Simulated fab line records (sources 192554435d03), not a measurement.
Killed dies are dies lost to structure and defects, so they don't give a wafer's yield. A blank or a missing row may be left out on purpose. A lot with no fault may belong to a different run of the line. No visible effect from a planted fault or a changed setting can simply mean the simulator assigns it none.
Split-lot study || flow n5Finfet || route with 1938 steps; 7 lots, 39 wafers read

## THE SPLIT ITSELF
At N5_BEOL_M15_SPUTTER_44 (material Ta, target thk 15 nm, time 24.19 s), the setting targetThkA was moved away from the recipe's 150 angstrom on 12 of the 39 wafers read, by -33.2% to +43.4%. This setting was run at the recipe's value on the other wafers.

## FROM THE SPLIT TO THE READING: what the file shows between them, 3 steps
- N5_BEOL_M15_SPUTTER_45: material Cu, target thk 100 nm, time 16.67 s
- N5_BEOL_M15_ECD_47: material Cu, target thk 1860 nm
- N5_BEOL_M15_ANNEAL_48: time 90 s

## THE READING
barrierFieldEndpointS, in s, at N5_BEOL_M15_CMP_49 (polishes, stops on SiO2, t overpolish 4.9 s, target thk 850 nm). Typical for fault-free wafers on this fab line: 11.29 s, with standard deviation 0.24 s.

{"wafer": "L076.2", "tool, chamber at the split": "pvdSputter-01, -", "targetThkA as run, angstrom": 150, "against the recipe": "recipe", "barrierFieldEndpointS, s": 11.43, "against lot-mates on the recipe": "-"}
{"wafer": "L076.3", "tool, chamber at the split": "pvdSputter-01, -", "targetThkA as run, angstrom": 150, "against the recipe": "recipe", "barrierFieldEndpointS, s": 11.31, "against lot-mates on the recipe": "-"}
{"wafer": "L076.4", "tool, chamber at the split": "pvdSputter-01, -", "targetThkA as run, angstrom": 150, "against the recipe": "recipe", "barrierFieldEndpointS, s": 10.78, "against lot-mates on the recipe": "-"}
{"wafer": "L076.1", "tool, chamber at the split": "pvdSputter-01, -", "targetThkA as run, angstrom": 150, "against the recipe": "recipe", "barrierFieldEndpointS, s": 11.43, "against lot-mates on the recipe": "-"}
{"wafer": "L076.5", "tool, chamber at the split": "pvdSputter-01, -", "targetThkA as run, angstrom": 150, "against the recipe": "recipe", "barrierFieldEndpointS, s": 11.39, "against lot-mates on the recipe": "-"}
{"wafer": "L076.6", "tool, chamber at the split": "pvdSputter-01, -", "targetThkA as run, angstrom": 150, "against the recipe": "recipe", "barrierFieldEndpointS, s": 11.16, "against lot-mates on the recipe": "-"}
{"wafer": "L084.2", "tool, chamber at the split": "pvdSputter-03, -", "targetThkA as run, angstrom": 110.1, "against the recipe": "-26.6%", "barrierFieldEndpointS, s": 9.68, "against lot-mates on the recipe": -1.62}
{"wafer": "L084.1", "tool, chamber at the split": "pvdSputter-03, -", "targetThkA as run, angstrom": 150, "against the recipe": "recipe", "barrierFieldEndpointS, s": 11.36, "against lot-mates on the recipe": "-"}
{"wafer": "L084.3", "tool, chamber at the split": "pvdSputter-03, -", "targetThkA as run, angstrom": 110.1, "against the recipe": "-26.6%", "barrierFieldEndpointS, s": 10.14, "against lot-mates on the recipe": -1.16}
{"wafer": "L084.4", "tool, chamber at the split": "pvdSputter-03, -", "targetThkA as run, angstrom": 150, "against the recipe": "recipe", "barrierFieldEndpointS, s": 11.19, "against lot-mates on the recipe": "-"}
{"wafer": "L084.6", "tool, chamber at the split": "pvdSputter-03, -", "targetThkA as run, angstrom": 110.1, "against the recipe": "-26.6%", "barrierFieldEndpointS, s": 9.63, "against lot-mates on the recipe": -1.67}
{"wafer": "L084.5", "tool, chamber at the split": "pvdSputter-03, -", "targetThkA as run, angstrom": 150, "against the recipe": "recipe", "barrierFieldEndpointS, s": 11.34, "against lot-mates on the recipe": "-"}
{"wafer": "L085.3", "tool, chamber at the split": "pvdSputter-01, -", "targetThkA as run, angstrom": 150, "against the recipe": "recipe", "barrierFieldEndpointS, s": 11.24, "against lot-mates on the recipe": "-"}
{"wafer": "L085.2", "tool, chamber at the split": "pvdSputter-01, -", "targetThkA as run, angstrom": 215.1, "against the recipe": "+43.4%", "barrierFieldEndpointS, s": 14.01, "against lot-mates on the recipe": "+2.74"}
{"wafer": "L085.4", "tool, chamber at the split": "pvdSputter-01, -", "targetThkA as run, angstrom": 215.1, "against the recipe": "+43.4%", "barrierFieldEndpointS, s": 13.70, "against lot-mates on the recipe": "+2.43"}
{"wafer": "L085.1", "tool, chamber at the split": "pvdSputter-01, -", "targetThkA as run, angstrom": 150, "against the recipe": "recipe", "barrierFieldEndpointS, s": 11.14, "against lot-mates on the recipe": "-"}
{"wafer": "L085.5", "tool, chamber at the split": "pvdSputter-01, -", "targetThkA as run, angstrom": 215.1, "against the recipe": "+43.4%", "barrierFieldEndpointS, s": 13.63, "against lot-mates on the recipe": "+2.36"}
{"wafer": "L085.6", "tool, chamber at the split": "pvdSputter-01, -", "targetThkA as run, angstrom": 150, "against the recipe": "recipe", "barrierFieldEndpointS, s": 11.44, "against lot-mates on the recipe": "-"}
{"wafer": "L088.2", "tool, chamber at the split": "pvdSputter-01, -", "targetThkA as run, angstrom": 181.2, "against the recipe": "+20.8%", "barrierFieldEndpointS, s": 12.34, "against lot-mates on the recipe": "+0.99"}
{"wafer": "L088.4", "tool, chamber at the split": "pvdSputter-01, -", "targetThkA as run, angstrom": 150, "against the recipe": "recipe", "barrierFieldEndpointS, s": 11.46, "against lot-mates on the recipe": "-"}
{"wafer": "L088.3", "tool, chamber at the split": "pvdSputter-01, -", "targetThkA as run, angstrom": 181.2, "against the recipe": "+20.8%", "barrierFieldEndpointS, s": 12.47, "against lot-mates on the recipe": "+1.12"}
{"wafer": "L088.1", "tool, chamber at the split": "pvdSputter-01, -", "targetThkA as run, angstrom": 181.2, "against the recipe": "+20.8%", "barrierFieldEndpointS, s": 12.58, "against lot-mates on the recipe": "+1.23"}
{"wafer": "L088.6", "tool, chamber at the split": "pvdSputter-01, -", "targetThkA as run, angstrom": 150, "against the recipe": "recipe", "barrierFieldEndpointS, s": 11.41, "against lot-mates on the recipe": "-"}
{"wafer": "L088.5", "tool, chamber at the split": "pvdSputter-01, -", "targetThkA as run, angstrom": 150, "against the recipe": "recipe", "barrierFieldEndpointS, s": 11.19, "against lot-mates on the recipe": "-"}
{"wafer": "L097.1", "tool, chamber at the split": "pvdSputter-02, -", "targetThkA as run, angstrom": 100.2, "against the recipe": "-33.2%", "barrierFieldEndpointS, s": 9.15, "against lot-mates on the recipe": -1.73}
{"wafer": "L097.4", "tool, chamber at the split": "pvdSputter-02, -", "targetThkA as run, angstrom": 100.2, "against the recipe": "-33.2%", "barrierFieldEndpointS, s": 9.01, "against lot-mates on the recipe": -1.87}
{"wafer": "L097.3", "tool, chamber at the split": "pvdSputter-02, -", "targetThkA as run, angstrom": 150, "against the recipe": "recipe", "barrierFieldEndpointS, s": 10.74, "against lot-mates on the recipe": "-"}
{"wafer": "L097.2", "tool, chamber at the split": "pvdSputter-02, -", "targetThkA as run, angstrom": 100.2, "against the recipe": "-33.2%", "barrierFieldEndpointS, s": 9.39, "against lot-mates on the recipe": -1.49}
{"wafer": "L097.6", "tool, chamber at the split": "pvdSputter-02, -", "targetThkA as run, angstrom": 150, "against the recipe": "recipe", "barrierFieldEndpointS, s": 10.83, "against lot-mates on the recipe": "-"}
{"wafer": "L097.5", "tool, chamber at the split": "pvdSputter-02, -", "targetThkA as run, angstrom": 150, "against the recipe": "recipe", "barrierFieldEndpointS, s": 11.07, "against lot-mates on the recipe": "-"}
{"wafer": "L095.3", "tool, chamber at the split": "pvdSputter-03, -", "targetThkA as run, angstrom": 150, "against the recipe": "recipe", "barrierFieldEndpointS, s": 11.62, "against lot-mates on the recipe": "-"}
{"wafer": "L095.1", "tool, chamber at the split": "pvdSputter-03, -", "targetThkA as run, angstrom": 150, "against the recipe": "recipe", "barrierFieldEndpointS, s": 11.62, "against lot-mates on the recipe": "-"}
{"wafer": "L095.6", "tool, chamber at the split": "pvdSputter-03, -", "targetThkA as run, angstrom": 150, "against the recipe": "recipe", "barrierFieldEndpointS, s": 11.36, "against lot-mates on the recipe": "-"}
{"wafer": "L096.4", "tool, chamber at the split": "pvdSputter-02, -", "targetThkA as run, angstrom": 150, "against the recipe": "recipe", "barrierFieldEndpointS, s": 10.93, "against lot-mates on the recipe": "-"}
{"wafer": "L096.3", "tool, chamber at the split": "pvdSputter-02, -", "targetThkA as run, angstrom": 150, "against the recipe": "recipe", "barrierFieldEndpointS, s": 10.99, "against lot-mates on the recipe": "-"}
{"wafer": "L096.1", "tool, chamber at the split": "pvdSputter-02, -", "targetThkA as run, angstrom": 150, "against the recipe": "recipe", "barrierFieldEndpointS, s": 10.97, "against lot-mates on the recipe": "-"}
{"wafer": "L096.2", "tool, chamber at the split": "pvdSputter-02, -", "targetThkA as run, angstrom": 150, "against the recipe": "recipe", "barrierFieldEndpointS, s": 11.08, "against lot-mates on the recipe": "-"}
{"wafer": "L096.6", "tool, chamber at the split": "pvdSputter-02, -", "targetThkA as run, angstrom": 150, "against the recipe": "recipe", "barrierFieldEndpointS, s": 10.92, "against lot-mates on the recipe": "-"}
{"wafer": "L096.5", "tool, chamber at the split": "pvdSputter-02, -", "targetThkA as run, angstrom": 150, "against the recipe": "recipe", "barrierFieldEndpointS, s": 11.14, "against lot-mates on the recipe": "-"}

FIT RESULTS
A straight line over all 39 wafers: barrierFieldEndpointS changes by +0.0586 s for each +1% of targetThkA; r = +0.98; the points scatter about the line by 0.23 s.
The same after taking each lot's own level away (the mean of its wafers on the recipe; 39 wafers): +0.0551 s for each +1%; r = +0.99; scatter 0.16 s.
That fit puts the effect of the largest move of targetThkA on the reading at 2.4 s.
Measured against the standard deviation above, the lots' own levels, which go from 10.880 to 11.533 s, span 2.7 times it.
The two slopes are in agreement: the lot-to-lot level therefore moves the slope only a little.
Check: with one of the wafers moved furthest among these (+43.4%) left out of the fit, the line predicts +2.34 s for it against its lot-mates. It came out at +2.74 s against them.

## THE OTHER SPLITS THESE WAFERS WENT THROUGH
Note: prior to the reading, these wafers also went through further splits. Each is held against what the fit with the lots' levels taken away leaves over:
{"other split on the same wafers": "N5_BEOL_M7_ILD_DEP_00 timeS", "wafers away from the commonest value": 15, "r with barrierFieldEndpointS (lot level and that fit taken away)": "+0.03"}
{"other split on the same wafers": "N5_BEOL_M9_HM_DEP_02 targetThkA", "wafers away from the commonest value": 12, "r with barrierFieldEndpointS (lot level and that fit taken away)": "+0.10"}
{"other split on the same wafers": "N5_BEOL_M11_DEP_56 targetThkA", "wafers away from the commonest value": 15, "r with barrierFieldEndpointS (lot level and that fit taken away)": -0.02}

## THE WHOLE CHAIN: every reading that the file lists as answering this split, in the file's order
{"step": "N5_BEOL_M15_SPUTTER_44", "what it does": "material Ta, target thk 15 nm, time 24.19 s", "reading": "Ta_of_BEOL_M15_SPUTTER_44.thkNm (the simulator's own value, which no gauge read)", "change (the file's fit)": "+0.148 nm for each +1% of the setting", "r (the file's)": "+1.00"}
{"step": "N5_BEOL_M15_CMP_49", "what it does": "polishes, stops on SiO2, t overpolish 4.9 s, target thk 850 nm", "reading": "barrierFieldEndpointS", "change (the file's fit)": "+0.0552 s for each +1% of the setting", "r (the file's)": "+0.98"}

## FILE'S OWN FIT
barrierFieldEndpointS changes by +0.0552 s for each +1% of targetThkA, r = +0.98.
